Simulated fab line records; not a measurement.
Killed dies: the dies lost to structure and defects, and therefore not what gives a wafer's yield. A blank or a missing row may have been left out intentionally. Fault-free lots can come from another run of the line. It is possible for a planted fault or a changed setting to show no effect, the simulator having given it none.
Which tool did it? :: flow n5-finfet :: Sampling: 10 lots, 29 wafers, 6 of 1938 route steps

WHAT THE GAUGES SHOWED, per wafer
N5_BEOL_M4_RC_MEAS_101. Usual: DIBL_N 36.0 mV/V, standard deviation 1.6; DIBL_P 35.8 mV/V, standard deviation 2; IOFF_N 0.152 nA/um, standard deviation 0.03; IOFF_P 0.20 nA/um, standard deviation 0.031; ION_N 670 uA/um, standard deviation 12; ION_P 459 uA/um, standard deviation 7.4; SS_N 71.5 mV/dec, standard deviation 0.56; SS_P 73.2 mV/dec, standard deviation 0.64; VT_N 251 mV, standard deviation 3.5; VT_P -252 mV, standard deviation 3.3.
lot: L413
measured: day 9 13:56
on: prober-02
DIBL_N (mV/V): 37.0 35.3 35.9
DIBL_P (mV/V): 37.4 34.5 34.9
IOFF_N (nA/um): 0.162 0.136 0.135
IOFF_P (nA/um): 0.21 0.17 0.18
ION_N (uA/um): 683 675 659
ION_P (uA/um): 468 464 451
SS_N (mV/dec): 70.9 71.0 70.8
SS_P (mV/dec): 74.1 72.6 73.1
VT_N (mV): 248 249 252
VT_P (mV): -250 -253 -255
flag: 

lot: L417
measured: day 10 23:09
on: prober-02
DIBL_N (mV/V): 37.7 36.8 34.7
DIBL_P (mV/V): 38.8 37.0 35.1
IOFF_N (nA/um): 0.193 0.170 0.134
IOFF_P (nA/um): 0.23 0.20 0.18
ION_N (uA/um): 682 665 667
ION_P (uA/um): 463 449 457
SS_N (mV/dec): 72.0 71.2 71.4
SS_P (mV/dec): 74.0 73.4 73.4
VT_N (mV): 248 247 253
VT_P (mV): -253 -253 -252
flag: 

lot: L418
measured: day 11 01:23
on: prober-01
DIBL_N (mV/V): 33.4 34.5 36.9
DIBL_P (mV/V): 30.6 33.8 35.4
IOFF_N (nA/um): 0.099 0.123 0.152
IOFF_P (nA/um): 0.15 0.19 0.20
ION_N (uA/um): 645 671 662
ION_P (uA/um): 449 467 460
SS_N (mV/dec): 70.3 70.3 72.2
SS_P (mV/dec): 71.7 72.5 73.3
VT_N (mV): 256 252 249
VT_P (mV): -254 -251 -249
flag: 

lot: L419
measured: day 11 05:56
on: prober-01
DIBL_N (mV/V): 34.2 35.1 36.6
DIBL_P (mV/V): 33.1 34.1 36.1
IOFF_N (nA/um): 0.111 0.124 0.150
IOFF_P (nA/um): 0.15 0.15 0.18
ION_N (uA/um): 654 647 663
ION_P (uA/um): 447 441 451
SS_N (mV/dec): 71.0 71.6 72.1
SS_P (mV/dec): 71.8 72.7 73.1
VT_N (mV): 257 255 251
VT_P (mV): -257 -255 -256
flag: 

lot: L424
measured: day 11 22:16
on: prober-02
DIBL_N (mV/V): 37.8 36.2
DIBL_P (mV/V): 39.2 37.3
IOFF_N (nA/um): 0.176 0.152
IOFF_P (nA/um): 0.22 0.19
ION_N (uA/um): 676 668
ION_P (uA/um): 456 456
SS_N (mV/dec): 71.8 71.5
SS_P (mV/dec): 73.7 73.2
VT_N (mV): 249 251
VT_P (mV): -252 -254
flag: 

lot: L425
measured: day 12 21:17
on: prober-01
DIBL_N (mV/V): 34.8 37.0 37.5
DIBL_P (mV/V): 36.5 39.1 39.4
IOFF_N (nA/um): 0.157 0.203 0.224
IOFF_P (nA/um): 0.21 0.26 0.26
ION_N (uA/um): 672 695 686
ION_P (uA/um): 461 470 466
SS_N (mV/dec): 71.3 71.8 72.0
SS_P (mV/dec): 72.7 73.6 73.6
VT_N (mV): 249 245 243
VT_P (mV): -250 -246 -248
flag: 

lot: L426
measured: day 12 20:21
on: prober-02
DIBL_N (mV/V): 34.7 39.0 36.8
DIBL_P (mV/V): 33.2 38.9 35.7
IOFF_N (nA/um): 0.122 0.210 0.154
IOFF_P (nA/um): 0.15 0.24 0.19
ION_N (uA/um): 658 690 667
ION_P (uA/um): 452 472 452
SS_N (mV/dec): 71.2 72.5 71.9
SS_P (mV/dec): 73.1 73.9 73.5
VT_N (mV): 254 246 252
VT_P (mV): -257 -248 -252
flag: 

lot: L428
measured: day 13 03:50
on: prober-02
DIBL_N (mV/V): 36.2 37.3 34.6
DIBL_P (mV/V): 34.5 34.6 32.2
IOFF_N (nA/um): 0.148 0.146 0.120
IOFF_P (nA/um): 0.18 0.17 0.16
ION_N (uA/um): 684 674 660
ION_P (uA/um): 464 447 449
SS_N (mV/dec): 71.2 71.6 70.6
SS_P (mV/dec): 72.7 72.7 72.4
VT_N (mV): 248 254 253
VT_P (mV): -255 -255 -256
flag: 

lot: L430
measured: day 14 05:24
on: prober-02
DIBL_N (mV/V): 35.8 33.6 34.9
DIBL_P (mV/V): 34.9 31.3 33.4
IOFF_N (nA/um): 0.155 0.109 0.135
IOFF_P (nA/um): 0.19 0.14 0.17
ION_N (uA/um): 680 653 674
ION_P (uA/um): 462 449 463
SS_N (mV/dec): 71.8 71.5 71.9
SS_P (mV/dec): 72.8 73.0 72.8
VT_N (mV): 249 257 250
VT_P (mV): -252 -256 -253
flag: 

lot: L431
measured: day 14 16:58
on: prober-02
DIBL_N (mV/V): 35.5 36.1 35.4
DIBL_P (mV/V): 33.7 34.1 33.8
IOFF_N (nA/um): 0.136 0.144 0.135
IOFF_P (nA/um): 0.21 0.21 0.20
ION_N (uA/um): 674 661 664
ION_P (uA/um): 473 459 459
SS_N (mV/dec): 70.9 71.4 71.3
SS_P (mV/dec): 72.8 73.5 73.4
VT_N (mV): 254 251 251
VT_P (mV): -250 -246 -247
flag: 

WHICH TOOL RAN EACH LOT (tool, then ch and the chambers of the sampled wafers, then the start)
lot: L413
N5_GATE_CUT_CMP_43: cmp-03 ch 1,2, day 5 03:44
N5_MOL_CONTACT_COAG_PRE_CLEAN_141: pvd-sputter-01, day 5 08:04
N5_MOL_CONTACT_COAG_CO_FILL_22: cvd-co-01 ch 0,1, day 5 08:15
N5_MOL_CONTACT_COAG_SPUTTER_130: pvd-sputter-02, day 5 10:16
N5_MOL_CONTACT_COAG_CMP_23: cmp-03 ch 0,1, day 5 10:28

lot: L417
N5_GATE_CUT_CMP_43: cmp-01 ch 0,1,3, day 6 03:34
N5_MOL_CONTACT_COAG_PRE_CLEAN_141: pvd-sputter-02, day 6 08:45
N5_MOL_CONTACT_COAG_CO_FILL_22: cvd-co-01 ch 0,2, day 6 09:13
N5_MOL_CONTACT_COAG_SPUTTER_130: pvd-sputter-03, day 6 12:13
N5_MOL_CONTACT_COAG_CMP_23: cmp-03 ch 0,1,3, day 6 12:31

lot: L418
N5_GATE_CUT_CMP_43: cmp-03 ch 0,1, day 6 10:11
N5_MOL_CONTACT_COAG_PRE_CLEAN_141: pvd-sputter-03, day 6 13:22
N5_MOL_CONTACT_COAG_CO_FILL_22: cvd-co-02 ch 0,2, day 6 13:34
N5_MOL_CONTACT_COAG_SPUTTER_130: pvd-sputter-01, day 6 16:17
N5_MOL_CONTACT_COAG_CMP_23: cmp-03 ch 1,3, day 6 16:28

lot: L419
N5_GATE_CUT_CMP_43: cmp-02 ch 0,1, day 6 17:37
N5_MOL_CONTACT_COAG_PRE_CLEAN_141: pvd-sputter-03, day 6 22:25
N5_MOL_CONTACT_COAG_CO_FILL_22: cvd-co-02 ch 1,2, day 6 22:36
N5_MOL_CONTACT_COAG_SPUTTER_130: pvd-sputter-02, day 7 04:16
N5_MOL_CONTACT_COAG_CMP_23: cmp-04 ch 0,2,3, day 7 04:32

lot: L424
N5_GATE_CUT_CMP_43: cmp-03 ch 3, day 7 20:55
N5_MOL_CONTACT_COAG_PRE_CLEAN_141: pvd-sputter-01, day 7 23:46
N5_MOL_CONTACT_COAG_CO_FILL_22: cvd-co-01 ch 0,1, day 7 23:57
N5_MOL_CONTACT_COAG_SPUTTER_130: pvd-sputter-02, day 8 02:20
N5_MOL_CONTACT_COAG_CMP_23: cmp-03 ch 3, day 8 02:36

lot: L425
N5_GATE_CUT_CMP_43: cmp-02 ch 2,3, day 8 04:06
N5_MOL_CONTACT_COAG_PRE_CLEAN_141: pvd-sputter-03, day 8 10:41
N5_MOL_CONTACT_COAG_CO_FILL_22: cvd-co-02 ch 0,1, day 8 10:52
N5_MOL_CONTACT_COAG_SPUTTER_130: pvd-sputter-02, day 8 14:42
N5_MOL_CONTACT_COAG_CMP_23: cmp-03 ch 1,2,3, day 8 15:00

lot: L426
N5_GATE_CUT_CMP_43: cmp-03 ch 0,1,3, day 8 06:17
N5_MOL_CONTACT_COAG_PRE_CLEAN_141: pvd-sputter-03, day 8 11:17
N5_MOL_CONTACT_COAG_CO_FILL_22: cvd-co-01 ch 0,1,2, day 8 11:28
N5_MOL_CONTACT_COAG_SPUTTER_130: pvd-sputter-02, day 8 15:10
N5_MOL_CONTACT_COAG_CMP_23: cmp-02 ch 0,1,2, day 8 15:20

lot: L428
N5_GATE_CUT_CMP_43: cmp-01 ch 2,3, day 8 21:44
N5_MOL_CONTACT_COAG_PRE_CLEAN_141: pvd-sputter-02, day 9 02:19
N5_MOL_CONTACT_COAG_CO_FILL_22: cvd-co-01 ch 0,1,2, day 9 02:29
N5_MOL_CONTACT_COAG_SPUTTER_130: pvd-sputter-01, day 9 05:19
N5_MOL_CONTACT_COAG_CMP_23: cmp-04 ch 0,1,3, day 9 05:32

lot: L430
N5_GATE_CUT_CMP_43: cmp-03 ch 0,1,2, day 9 11:49
N5_MOL_CONTACT_COAG_PRE_CLEAN_141: pvd-sputter-02, day 9 15:52
N5_MOL_CONTACT_COAG_CO_FILL_22: cvd-co-02 ch 0,1,2, day 9 16:02
N5_MOL_CONTACT_COAG_SPUTTER_130: pvd-sputter-02, day 9 18:34
N5_MOL_CONTACT_COAG_CMP_23: cmp-04 ch 0,1,3, day 9 18:51

lot: L431
N5_GATE_CUT_CMP_43: cmp-02 ch 0,2, day 9 12:04
N5_MOL_CONTACT_COAG_PRE_CLEAN_141: pvd-sputter-02, day 9 16:01
N5_MOL_CONTACT_COAG_CO_FILL_22: cvd-co-01 ch 0,1,2, day 9 16:12
N5_MOL_CONTACT_COAG_SPUTTER_130: pvd-sputter-03, day 9 18:58
N5_MOL_CONTACT_COAG_CMP_23: cmp-04 ch 0,1,2, day 9 19:10
- N5_GATE_CUT_CMP_43: polishes SiO2.
- N5_MOL_CONTACT_COAG_PRE_CLEAN_141: time 60 s.
- N5_MOL_CONTACT_COAG_CO_FILL_22: material Co, precursor CCTBA/H2, target thk 20 nm.
- N5_MOL_CONTACT_COAG_SPUTTER_130: material Co, target thk 47.5 nm.
- N5_MOL_CONTACT_COAG_CMP_23: polishes, stops on SiO2, t overpolish 1.5 s, target thk 0 nm.

WHAT THE TOOLS THEMSELVES READ (means of the sampled wafers that have a number; where no wafer has one, the mark that the record gives instead)
N5_GATE_CUT_CMP_43. Usual: motor-current-A reads 12.2 A (standard deviation 1.3).
lot: L413
tool: cmp-03
motor-current-A (A): 10.7
flag: 

lot: L417
tool: cmp-01
motor-current-A (A): 12.8
flag: 

lot: L418
tool: cmp-03
motor-current-A (A): 12.8
flag: 

lot: L419
tool: cmp-02
motor-current-A (A): 10.7
flag: 

lot: L424
tool: cmp-03
motor-current-A (A): 12.6
flag: 

lot: L425
tool: cmp-02
motor-current-A (A): 12.1
flag: 

lot: L426
tool: cmp-03
motor-current-A (A): 12.3
flag: 

lot: L428
tool: cmp-01
motor-current-A (A): 11.2
flag: 

lot: L430
tool: cmp-03
motor-current-A (A): 12.4
flag: 

lot: L431
tool: cmp-02
motor-current-A (A): 11.2
flag: 

N5_MOL_CONTACT_COAG_PRE_CLEAN_141. Usual: heater-power-w reads 472 W (standard deviation 51).
lot: L413
tool: pvd-sputter-01
heater-power-w (W): 475
flag: 

lot: L417
tool: pvd-sputter-02
heater-power-w (W): 460
flag: 

lot: L418
tool: pvd-sputter-03
heater-power-w (W): 466
flag: 

lot: L419
tool: pvd-sputter-03
heater-power-w (W): 429
flag: 

lot: L424
tool: pvd-sputter-01
heater-power-w (W): 492
flag: 

lot: L425
tool: pvd-sputter-03
heater-power-w (W): 472
flag: 

lot: L426
tool: pvd-sputter-03
heater-power-w (W): 459
flag: 

lot: L428
tool: pvd-sputter-02
heater-power-w (W): 490
flag: 

lot: L430
tool: pvd-sputter-02
heater-power-w (W): 510
flag: 

lot: L431
tool: pvd-sputter-02
heater-power-w (W): 489
flag: 

N5_MOL_CONTACT_COAG_CO_FILL_22. Usual: heater-power-w reads 240 W (standard deviation 30).
lot: L413
tool: cvd-co-01
heater-power-w (W): 257
flag: 

lot: L417
tool: cvd-co-01
heater-power-w (W): 220
flag: 

lot: L418
tool: cvd-co-02
heater-power-w (W): 229
flag: 

lot: L419
tool: cvd-co-02
heater-power-w (W): 226
flag: 

lot: L424
tool: cvd-co-01
heater-power-w (W): 266
flag: 

lot: L425
tool: cvd-co-02
heater-power-w (W): 246
flag: 

lot: L426
tool: cvd-co-01
heater-power-w (W): 256
flag: 

lot: L428
tool: cvd-co-01
heater-power-w (W): 249
flag: 

lot: L430
tool: cvd-co-02
heater-power-w (W): 236
flag: 

lot: L431
tool: cvd-co-01
heater-power-w (W): 253
flag: 

N5_MOL_CONTACT_COAG_SPUTTER_130. Usual: cathode-dc-power-W 3000.1 W, standard deviation 0.54; chamber-pressure-pa 0.5001 Pa, standard deviation 0.00096; throttle-valve-pct 30.0 %, standard deviation 0.9.
lot: L413
tool: pvd-sputter-02
cathode-dc-power-W (W): 3000.0
chamber-pressure-pa (Pa): 0.4998
throttle-valve-pct (%): 30.6
flag: 

lot: L417
tool: pvd-sputter-03
cathode-dc-power-W (W): -
chamber-pressure-pa (Pa): -
throttle-valve-pct (%): -
flag: OFF

lot: L418
tool: pvd-sputter-01
cathode-dc-power-W (W): -
chamber-pressure-pa (Pa): -
throttle-valve-pct (%): -
flag: OFF

lot: L419
tool: pvd-sputter-02
cathode-dc-power-W (W): -
chamber-pressure-pa (Pa): -
throttle-valve-pct (%): -
flag: OFF

lot: L424
tool: pvd-sputter-02
cathode-dc-power-W (W): 3000.2
chamber-pressure-pa (Pa): 0.5005
throttle-valve-pct (%): 29.6
flag: 

lot: L425
tool: pvd-sputter-02
cathode-dc-power-W (W): 2999.8
chamber-pressure-pa (Pa): 0.5001
throttle-valve-pct (%): 29.7
flag: 

lot: L426
tool: pvd-sputter-02
cathode-dc-power-W (W): 3000.0
chamber-pressure-pa (Pa): 0.5018
throttle-valve-pct (%): 31.2
flag: 

lot: L428
tool: pvd-sputter-01
cathode-dc-power-W (W): 3000.1
chamber-pressure-pa (Pa): 0.5005
throttle-valve-pct (%): 29.9
flag: 

lot: L430
tool: pvd-sputter-02
cathode-dc-power-W (W): 2999.9
chamber-pressure-pa (Pa): 0.5005
throttle-valve-pct (%): 30.1
flag: 

lot: L431
tool: pvd-sputter-03
cathode-dc-power-W (W): 2999.8
chamber-pressure-pa (Pa): 0.5006
throttle-valve-pct (%): 30.6
flag: 

N5_MOL_CONTACT_COAG_CMP_23. Usual: motor-current-A reads 8.0 A (standard deviation 0.78).
lot: L413
tool: cmp-03
motor-current-A (A): 7.6
flag: 

lot: L417
tool: cmp-03
motor-current-A (A): 8.5
flag: 

lot: L418
tool: cmp-03
motor-current-A (A): 7.3
flag: 

lot: L419
tool: cmp-04
motor-current-A (A): 8.2
flag: 

lot: L424
tool: cmp-03
motor-current-A (A): 8.6
flag: 

lot: L425
tool: cmp-03
motor-current-A (A): 7.8
flag: 

lot: L426
tool: cmp-02
motor-current-A (A): 7.4
flag: 

lot: L428
tool: cmp-04
motor-current-A (A): 8.1
flag: 

lot: L430
tool: cmp-04
motor-current-A (A): 8.2
flag: 

lot: L431
tool: cmp-04
motor-current-A (A): 8.2
flag: 

THE ANSWER, worked out from the rows above alone
Rule: take the mean of a lot's wafers that have a number; if it is more than 3 standard deviations from the usual mean, the lot is off. A lot without any number at a reading at which 4 lots or more have one is off too. All remaining lots with rows at the step are treated as sound. The gauges are gone through in route order, then the tools' own readings, and for those a lot's mean is taken as printed above. At the first step where some lot is off, the reading lying furthest off is the one used; lots without a number count as furthest.
Off, at N5_MOL_CONTACT_COAG_SPUTTER_130 on cathode-dc-power-W: L417, L418, L419. Without a number there: L417, L418, L419.
If a tool, at that step or one of the process steps before it, ran each lot that is off and ran no sound lot following the first of them, it fits. None of those tried fits.

WHAT WAS PUT IN BY THE SIMULATOR
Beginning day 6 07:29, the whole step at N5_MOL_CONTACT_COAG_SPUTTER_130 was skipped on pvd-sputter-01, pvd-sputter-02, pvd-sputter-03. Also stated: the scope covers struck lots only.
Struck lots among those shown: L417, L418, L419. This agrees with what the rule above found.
